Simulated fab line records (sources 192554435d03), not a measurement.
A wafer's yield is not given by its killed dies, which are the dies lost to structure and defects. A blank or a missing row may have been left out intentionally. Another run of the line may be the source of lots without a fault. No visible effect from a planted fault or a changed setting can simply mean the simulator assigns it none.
The tool behind it: which one? + flow n5Finfet + 24 lots, 72 wafers sampled, at 6 steps of a route of 1938

== WHAT THE GAUGES SHOWED, per wafer ==
N5_FIN_SAQP_OCD_MEAS_76. Usual: trenchDepthNm 120.6 nm, standard deviation 1.5.
| lot  | measured    | on     | trenchDepthNm (nm) | flag |
|------|-------------|--------|--------------------|------|
| L074 | day 2 04:35 | ocd-01 | 118.7 122.1 119.7  |      |
| L075 | day 2 11:02 | ocd-01 | 119.1 118.5 119.4  |      |
| L076 | day 2 15:32 | ocd-01 | 119.5 119.8 119.5  |      |
| L077 | day 2 20:30 | ocd-01 | 121.6 122.7 124.0  |      |
| L078 | day 3 03:32 | ocd-01 | 122.5 121.6 123.3  |      |
| L079 | day 3 08:05 | ocd-01 | 121.6 119.4 120.8  |      |
| L080 | day 3 15:00 | ocd-01 | 117.9 119.4 120.9  |      |
| L081 | day 3 20:16 | ocd-02 | 119.1 119.8 120.8  |      |
| L082 | day 4 03:25 | ocd-02 | 123.8 120.2 120.4  |      |
| L083 | day 4 09:16 | ocd-02 | 122.1 119.4 118.5  |      |
| L084 | day 4 14:45 | ocd-02 | 119.8 120.8 118.6  |      |
| L085 | day 4 20:41 | ocd-01 | 120.5 122.0 119.2  |      |
| L086 | day 5 02:25 | ocd-01 | 120.7 120.2 122.1  |      |
| L087 | day 5 08:01 | ocd-02 | 119.7 119.3 120.3  |      |
| L088 | day 5 13:33 | ocd-01 | 120.8 119.7 118.6  |      |
| L089 | day 5 20:26 | ocd-02 | 120.3 118.2 119.0  |      |
| L090 | day 6 01:55 | ocd-01 | 120.1 122.3 119.5  |      |
| L091 | day 6 07:46 | ocd-02 | 119.6 121.4 120.4  |      |
| L092 | day 6 13:45 | ocd-02 | 121.8 120.2 120.4  |      |
| L093 | day 6 20:26 | ocd-02 | 122.6 118.0 122.7  |      |
| L094 | day 7 03:26 | ocd-01 | 123.5 123.7 122.1  |      |
| L095 | day 7 09:22 | ocd-02 | 121.7 118.0 120.2  |      |
| L096 | day 7 14:55 | ocd-01 | 120.4 119.9 121.4  |      |
| L097 | day 7 20:19 | ocd-02 | 123.6 121.4 122.3  |      |

== WHICH TOOL RAN EACH LOT (tool, then ch and the chambers of the sampled wafers, then the start) ==
| lot  | N5_PMOS_HMC_CHANNEL_EPI_FIN_RECESS_16 | N5_FIN_SAQP_ALD_61              | N5_FIN_SAQP_ETCH_52              | N5_FIN_SAQP_MANDREL_ETCH_22    | N5_FIN_SAQP_RECESS_63            |
|------|---------------------------------------|---------------------------------|----------------------------------|--------------------------------|----------------------------------|
| L074 | rieSi-04 ch 0,1,2, day 1 17:36        | aldSin-03 ch 0,3, day 1 20:25   | rieDiel-01 ch 0,2, day 1 22:03   | rieSi-05 ch 2,3, day 1 22:14   | vaporEtch-01 ch 0,1, day 2 00:49 |
| L075 | rieSi-06 ch 0,2,3, day 1 23:32        | aldSin-03 ch 0,2, day 2 03:53   | rieDiel-06 ch 2,3, day 2 05:43   | rieSi-02 ch 1,3, day 2 05:54   | vaporEtch-02 ch 0, day 2 08:26   |
| L076 | rieSi-01 ch 1,2, day 2 06:19          | aldSin-02 ch 0,2,3, day 2 09:45 | rieDiel-01 ch 0,2, day 2 11:22   | rieSi-02 ch 2,3, day 2 11:34   | vaporEtch-01 ch 0,1, day 2 13:40 |
| L077 | rieSi-04 ch 0,1,2, day 2 12:46        | aldSin-02 ch 1,2,3, day 2 15:13 | rieDiel-01 ch 0,1, day 2 16:29   | rieSi-02 ch 0,2,3, day 2 16:40 | vaporEtch-01 ch 0,1, day 2 18:40 |
| L078 | rieSi-01 ch 0,1,2, day 2 17:56        | aldSin-03 ch 0,2,3, day 2 22:02 | rieDiel-03 ch 0,1,3, day 2 23:19 | rieSi-02 ch 0,1,3, day 2 23:31 | vaporEtch-02 ch 0,1, day 3 01:32 |
| L079 | rieSi-01 ch 0,2,3, day 2 23:50        | aldSin-04 ch 1,2,3, day 3 02:20 | rieDiel-06 ch 1,3, day 3 04:00   | rieSi-02 ch 1,2,3, day 3 04:11 | vaporEtch-01 ch 0,1, day 3 06:13 |
| L080 | rieSi-01 ch 1,2,3, day 3 06:49        | aldSin-02 ch 1,2,3, day 3 09:14 | rieDiel-03 ch 0,2,3, day 3 10:34 | rieSi-02 ch 0,2,3, day 3 10:45 | vaporEtch-01 ch 0,1, day 3 12:45 |
| L081 | rieSi-04 ch 0,3, day 3 12:07          | aldSin-03 ch 0,1,3, day 3 14:32 | rieDiel-06 ch 0,1, day 3 16:10   | rieSi-02 ch 0,1, day 3 16:22   | vaporEtch-02 ch 0,1, day 3 18:32 |
| L082 | rieSi-04 ch 0,2,3, day 3 18:20        | aldSin-02 ch 2,3, day 3 20:46   | rieDiel-03 ch 0,2, day 3 22:01   | rieSi-02 ch 1,2, day 3 22:13   | vaporEtch-02 ch 0,1, day 4 01:41 |
| L083 | rieSi-06 ch 0,1,2, day 4 00:07        | aldSin-02 ch 0,2,3, day 4 02:38 | rieDiel-01 ch 1,2, day 4 04:45   | rieSi-03 ch 0,1,3, day 4 04:56 | vaporEtch-02 ch 0,1, day 4 07:22 |
| L084 | rieSi-04 ch 2,3, day 4 06:12          | aldSin-02 ch 2,3, day 4 09:08   | rieDiel-06 ch 0,2, day 4 10:31   | rieSi-02 ch 0,3, day 4 10:43   | vaporEtch-01 ch 0, day 4 12:54   |
| L085 | rieSi-04 ch 1,2, day 4 12:24          | aldSin-02 ch 1,2,3, day 4 15:02 | rieDiel-03 ch 1,2,3, day 4 16:25 | rieSi-02 ch 0,1,2, day 4 16:37 | vaporEtch-02 ch 0,1, day 4 18:50 |
| L086 | rieSi-06 ch 1,2,3, day 4 17:55        | aldSin-03 ch 1,2,3, day 4 20:47 | rieDiel-01 ch 0,1,2, day 4 22:02 | rieSi-02 ch 1,2,3, day 4 22:14 | vaporEtch-02 ch 0,1, day 5 00:20 |
| L087 | rieSi-06 ch 2,3, day 4 23:50          | aldSin-02 ch 0,2,3, day 5 02:16 | rieDiel-06 ch 0,2, day 5 03:39   | rieSi-02 ch 1,3, day 5 03:51   | vaporEtch-02 ch 0,1, day 5 05:56 |
| L088 | rieSi-04 ch 0,1,3, day 5 05:37        | aldSin-04 ch 0,1,2, day 5 08:08 | rieDiel-03 ch 0,2, day 5 09:32   | rieSi-05 ch 0,3, day 5 09:44   | vaporEtch-02 ch 0,1, day 5 11:44 |
| L089 | rieSi-06 ch 0,2,3, day 5 12:27        | aldSin-03 ch 0,1,3, day 5 14:51 | rieDiel-01 ch 0,1,2, day 5 16:14 | rieSi-05 ch 0,1,3, day 5 16:26 | vaporEtch-01 ch 1, day 5 18:25   |
| L090 | rieSi-06 ch 1,2, day 5 17:59          | aldSin-04 ch 0,1, day 5 20:24   | rieDiel-01 ch 2,3, day 5 21:54   | rieSi-05 ch 2,3, day 5 22:06   | vaporEtch-01 ch 0,1, day 6 00:05 |
| L091 | rieSi-04 ch 0,1,3, day 5 23:37        | aldSin-04 ch 0,1,3, day 6 02:02 | rieDiel-01 ch 1,2,3, day 6 03:25 | rieSi-05 ch 0,1,3, day 6 03:37 | vaporEtch-01 ch 0,1, day 6 05:51 |
| L092 | rieSi-01 ch 0,1, day 6 05:38          | aldSin-04 ch 0,1, day 6 08:03   | rieDiel-06 ch 1,3, day 6 09:30   | rieSi-05 ch 1,3, day 6 09:42   | vaporEtch-01 ch 0,1, day 6 11:55 |
| L093 | rieSi-04 ch 0,3, day 6 11:50          | aldSin-03 ch 0,2,3, day 6 14:40 | rieDiel-03 ch 1,2, day 6 16:04   | rieSi-05 ch 1,2,3, day 6 16:16 | vaporEtch-02 ch 0,1, day 6 18:35 |
| L094 | rieSi-01 ch 2,3, day 6 18:22          | aldSin-02 ch 0,1, day 6 20:57   | rieDiel-03 ch 1,2,3, day 6 22:20 | rieSi-05 ch 0,1,2, day 6 22:31 | vaporEtch-02 ch 0,1, day 7 00:51 |
| L095 | rieSi-04 ch 0,1,3, day 6 23:56        | aldSin-04 ch 0,2,3, day 7 03:26 | rieDiel-01 ch 0,1,3, day 7 04:56 | rieSi-03 ch 1,2,3, day 7 05:08 | vaporEtch-01 ch 0,1, day 7 07:31 |
| L096 | rieSi-01 ch 0,1,3, day 7 06:02        | aldSin-02 ch 0,1,2, day 7 08:40 | rieDiel-06 ch 1,3, day 7 10:04   | rieSi-02 ch 0,1,2, day 7 10:16 | vaporEtch-02 ch 0,1, day 7 12:25 |
| L097 | rieSi-04 ch 1,2, day 7 11:58          | aldSin-03 ch 0,3, day 7 14:22   | rieDiel-01 ch 0,1,2, day 7 15:58 | rieSi-02 ch 0,1,3, day 7 16:09 | vaporEtch-01 ch 0,1, day 7 18:22 |
- N5_PMOS_HMC_CHANNEL_EPI_FIN_RECESS_16: chemistry HBr/Cl2, target Si, target depth 54 nm, time 18 s.
- N5_FIN_SAQP_ALD_61: deposits SiO2, target thk 4 nm, pulse time 1 s, purge time 2 s.
- N5_FIN_SAQP_ETCH_52: etches SOC in N2/H2, target depth 100 nm, overetch 20 nm, time 150 s.
- N5_FIN_SAQP_MANDREL_ETCH_22: etches a-Si in HBr/Cl2, stops on SiNx, target depth 60 nm, bt time 10 s, time 30 s.
- N5_FIN_SAQP_RECESS_63: chemistry HF/NH3, target SiO2, target depth 18 nm, afs cycles 3, sublimation time 60 s.

== WHAT THE TOOLS THEMSELVES READ (means of the sampled wafers that have a number; where no wafer has one, the mark that the record gives instead) ==
N5_PMOS_HMC_CHANNEL_EPI_FIN_RECESS_16. Usual: drypumpMotorCurrentA 6.0 A, standard deviation 0.36; oesProductAu 1.004 a.u., standard deviation 0.023; throttleValvePct 35.38 %, standard deviation 0.27.
| lot  | tool     | drypumpMotorCurrentA (A) | oesProductAu (a.u.) | throttleValvePct (%) | flag |
|------|----------|--------------------------|---------------------|----------------------|------|
| L074 | rieSi-04 | 5.9                      | 1.014               | 35.46                |      |
| L075 | rieSi-06 | 5.9                      | 0.996               | 35.29                |      |
| L076 | rieSi-01 | 6.3                      | 1.022               | 35.45                |      |
| L077 | rieSi-04 | 5.9                      | 1.012               | 35.48                |      |
| L078 | rieSi-01 | 6.3                      | 1.031               | 35.34                |      |
| L079 | rieSi-01 | 6.0                      | 1.011               | 35.21                |      |
| L080 | rieSi-01 | 6.1                      | 1.004               | 35.41                |      |
| L081 | rieSi-04 | 6.3                      | 0.996               | 35.31                |      |
| L082 | rieSi-04 | 6.1                      | 1.007               | 35.43                |      |
| L083 | rieSi-06 | 5.9                      | 0.996               | 35.13                |      |
| L084 | rieSi-04 | 6.2                      | 1.007               | 35.57                |      |
| L085 | rieSi-04 | 5.8                      | 1.022               | 35.64                |      |
| L086 | rieSi-06 | 5.8                      | 0.980               | 35.48                |      |
| L087 | rieSi-06 | 5.8                      | 0.983               | 35.63                |      |
| L088 | rieSi-04 | 6.3                      | 1.010               | 35.47                |      |
| L089 | rieSi-06 | 5.9                      | 0.996               | 35.29                |      |
| L090 | rieSi-06 | 5.8                      | 0.997               | 35.31                |      |
| L091 | rieSi-04 | 6.3                      | 1.001               | 35.47                |      |
| L092 | rieSi-01 | 6.2                      | 1.025               | 35.25                |      |
| L093 | rieSi-04 | 6.3                      | 0.998               | 35.30                |      |
| L094 | rieSi-01 | 5.8                      | 0.982               | 35.29                |      |
| L095 | rieSi-04 | 6.3                      | 1.001               | 35.48                |      |
| L096 | rieSi-01 | 6.0                      | 1.002               | 35.33                |      |
| L097 | rieSi-04 | 5.9                      | 1.018               | 35.64                |      |

N5_FIN_SAQP_ALD_61. Usual: heaterPowerW 478 W, standard deviation 44; precursorPulseHeightRel 0.999, standard deviation 0.02.
| lot  | tool      | heaterPowerW (W) | precursorPulseHeightRel | flag |
|------|-----------|------------------|-------------------------|------|
| L074 | aldSin-03 | 477              | 0.992                   |      |
| L075 | aldSin-03 | 452              | 0.981                   |      |
| L076 | aldSin-02 | 459              | 0.991                   |      |
| L077 | aldSin-02 | 487              | 1.013                   |      |
| L078 | aldSin-03 | 466              | 1.001                   |      |
| L079 | aldSin-04 | 481              | 0.998                   |      |
| L080 | aldSin-02 | 495              | 0.992                   |      |
| L081 | aldSin-03 | 480              | 0.998                   |      |
| L082 | aldSin-02 | 517              | 0.999                   |      |
| L083 | aldSin-02 | 467              | 0.992                   |      |
| L084 | aldSin-02 | 520              | 0.997                   |      |
| L085 | aldSin-02 | 489              | 0.999                   |      |
| L086 | aldSin-03 | 461              | 0.986                   |      |
| L087 | aldSin-02 | 475              | 0.993                   |      |
| L088 | aldSin-04 | 491              | 0.997                   |      |
| L089 | aldSin-03 | 477              | 0.979                   |      |
| L090 | aldSin-04 | 506              | 1.023                   |      |
| L091 | aldSin-04 | 503              | 0.992                   |      |
| L092 | aldSin-04 | 502              | 0.997                   |      |
| L093 | aldSin-03 | 463              | 1.013                   |      |
| L094 | aldSin-02 | 447              | 1.026                   |      |
| L095 | aldSin-04 | 496              | 0.987                   |      |
| L096 | aldSin-02 | 497              | 1.025                   |      |
| L097 | aldSin-03 | 494              | 1.003                   |      |

N5_FIN_SAQP_ETCH_52. Usual: drypumpMotorCurrentA 5.57 A, standard deviation 0.29; oesProductAu 0.70 a.u., standard deviation 0.067; rfVppV 525.4 V, standard deviation 2.1; showerheadPlenumPTorr 2.60 Torr, standard deviation 0.071; throttleValvePct 17.9 %, standard deviation 0.31.
| lot  | tool       | drypumpMotorCurrentA (A) | oesProductAu (a.u.) | rfVppV (V) | showerheadPlenumPTorr (Torr) | throttleValvePct (%) | flag |
|------|------------|--------------------------|---------------------|------------|------------------------------|----------------------|------|
| L074 | rieDiel-01 | 5.70                     | 0.72                | 528.1      | 2.68                         | 18.0                 |      |
| L075 | rieDiel-06 | 5.27                     | 0.71                | 525.9      | 2.64                         | 18.1                 |      |
| L076 | rieDiel-01 | 5.70                     | 0.77                | 527.5      | 2.70                         | 17.8                 |      |
| L077 | rieDiel-01 | 5.56                     | 0.75                | 527.3      | 2.69                         | 17.8                 |      |
| L078 | rieDiel-03 | 5.43                     | 0.69                | 525.3      | 2.58                         | 17.8                 |      |
| L079 | rieDiel-06 | 5.33                     | 0.66                | 526.3      | 2.65                         | 18.2                 |      |
| L080 | rieDiel-03 | 5.57                     | 0.67                | 524.4      | 2.56                         | 17.9                 |      |
| L081 | rieDiel-06 | 5.81                     | 0.75                | 523.6      | 2.53                         | 17.6                 |      |
| L082 | rieDiel-03 | 5.66                     | 0.65                | 524.7      | 2.57                         | 17.9                 |      |
| L083 | rieDiel-01 | 5.62                     | 0.66                | 526.3      | 2.65                         | 18.2                 |      |
| L084 | rieDiel-06 | 5.65                     | 0.77                | 523.9      | 2.55                         | 17.7                 |      |
| L085 | rieDiel-03 | 5.74                     | 0.69                | 523.8      | 2.55                         | 17.7                 |      |
| L086 | rieDiel-01 | 5.64                     | 0.71                | 528.0      | 2.67                         | 17.9                 |      |
| L087 | rieDiel-06 | 5.65                     | 0.76                | 523.2      | 2.54                         | 17.7                 |      |
| L088 | rieDiel-03 | 5.63                     | 0.64                | 524.2      | 2.57                         | 17.9                 |      |
| L089 | rieDiel-01 | 5.65                     | 0.70                | 526.8      | 2.67                         | 17.9                 |      |
| L090 | rieDiel-01 | 5.62                     | 0.69                | 525.3      | 2.59                         | 18.0                 |      |
| L091 | rieDiel-01 | 5.55                     | 0.71                | 525.0      | 2.60                         | 18.0                 |      |
| L092 | rieDiel-06 | 5.31                     | 0.65                | 526.6      | 2.64                         | 18.3                 |      |
| L093 | rieDiel-03 | 5.95                     | 0.69                | 524.5      | 2.54                         | 17.6                 |      |
| L094 | rieDiel-03 | 5.72                     | 0.67                | 523.7      | 2.54                         | 17.7                 |      |
| L095 | rieDiel-01 | 5.57                     | 0.75                | 526.6      | 2.62                         | 17.7                 |      |
| L096 | rieDiel-06 | 5.46                     | 0.64                | 526.6      | 2.62                         | 18.3                 |      |
| L097 | rieDiel-01 | 5.64                     | 0.69                | 527.2      | 2.66                         | 18.0                 |      |

N5_FIN_SAQP_MANDREL_ETCH_22. Usual: drypumpMotorCurrentA 5.4 A, standard deviation 0.42; oesProductAu 0.774 a.u., standard deviation 0.01; throttleValvePct 35.50 %, standard deviation 0.21.
| lot  | tool     | drypumpMotorCurrentA (A) | oesProductAu (a.u.) | throttleValvePct (%) | flag |
|------|----------|--------------------------|---------------------|----------------------|------|
| L074 | rieSi-05 | 5.4                      | 0.779               | 35.38                |      |
| L075 | rieSi-02 | 5.5                      | 0.764               | 35.51                |      |
| L076 | rieSi-02 | 5.5                      | 0.770               | 35.68                |      |
| L077 | rieSi-02 | 5.3                      | 0.775               | 35.53                |      |
| L078 | rieSi-02 | 5.3                      | 0.777               | 35.51                |      |
| L079 | rieSi-02 | 5.6                      | 0.774               | 35.52                |      |
| L080 | rieSi-02 | 5.3                      | 0.780               | 35.52                |      |
| L081 | rieSi-02 | 5.1                      | 0.772               | 35.39                |      |
| L082 | rieSi-02 | 5.7                      | 0.767               | 35.39                |      |
| L083 | rieSi-03 | 5.5                      | 0.764               | 35.62                |      |
| L084 | rieSi-02 | 5.2                      | 0.772               | 35.67                |      |
| L085 | rieSi-02 | 5.4                      | 0.776               | 35.36                |      |
| L086 | rieSi-02 | 5.6                      | 0.764               | 35.55                |      |
| L087 | rieSi-02 | 5.5                      | 0.762               | 35.69                |      |
| L088 | rieSi-05 | 5.5                      | 0.783               | 35.36                |      |
| L089 | rieSi-05 | 5.3                      | 0.775               | 35.50                |      |
| L090 | rieSi-05 | 5.6                      | 0.774               | 35.52                |      |
| L091 | rieSi-05 | 5.3                      | 0.771               | 35.52                |      |
| L092 | rieSi-05 | 5.0                      | 0.788               | 35.42                |      |
| L093 | rieSi-05 | 5.2                      | 0.772               | 35.55                |      |
| L094 | rieSi-05 | 5.5                      | 0.777               | 35.60                |      |
| L095 | rieSi-03 | 5.4                      | 0.777               | 35.43                |      |
| L096 | rieSi-02 | 5.4                      | 0.771               | 35.38                |      |
| L097 | rieSi-02 | 5.3                      | 0.779               | 35.51                |      |

N5_FIN_SAQP_RECESS_63. Usual: drypumpMotorCurrentA 5.6 A, standard deviation 0.55.
| lot  | tool         | drypumpMotorCurrentA (A) | flag |
|------|--------------|--------------------------|------|
| L074 | vaporEtch-01 | 6.0                      |      |
| L075 | vaporEtch-02 | 5.2                      |      |
| L076 | vaporEtch-01 | 5.9                      |      |
| L077 | vaporEtch-01 | 6.2                      |      |
| L078 | vaporEtch-02 | 5.1                      |      |
| L079 | vaporEtch-01 | 6.2                      |      |
| L080 | vaporEtch-01 | 6.0                      |      |
| L081 | vaporEtch-02 | 5.2                      |      |
| L082 | vaporEtch-02 | 5.1                      |      |
| L083 | vaporEtch-02 | 5.1                      |      |
| L084 | vaporEtch-01 | 6.5                      |      |
| L085 | vaporEtch-02 | 5.1                      |      |
| L086 | vaporEtch-02 | 5.1                      |      |
| L087 | vaporEtch-02 | 5.2                      |      |
| L088 | vaporEtch-02 | 5.1                      |      |
| L089 | vaporEtch-01 | 5.7                      |      |
| L090 | vaporEtch-01 | 6.2                      |      |
| L091 | vaporEtch-01 | 6.0                      |      |
| L092 | vaporEtch-01 | 6.2                      |      |
| L093 | vaporEtch-02 | 5.2                      |      |
| L094 | vaporEtch-02 | 5.1                      |      |
| L095 | vaporEtch-01 | 5.9                      |      |
| L096 | vaporEtch-02 | 5.1                      |      |
| L097 | vaporEtch-01 | 6.2                      |      |

== THE ANSWER, worked out from the rows above alone ==
Rule: a lot counts as off when the mean over its wafers that have a number is more than 3 standard deviations away from the usual mean. Also off: a lot with no number at a reading for which 4 or more lots have one. Any other lot the step has rows for is counted as sound. First the gauges in route order, then the tools' own readings, where a lot's mean is used as printed above. At the first step where some lot is off, the reading lying furthest off is the one used; lots without a number count as furthest.
Across all readings shown, no lot is off: no conclusion can be drawn from this.

== WHAT THE SIMULATOR PUT IN ==
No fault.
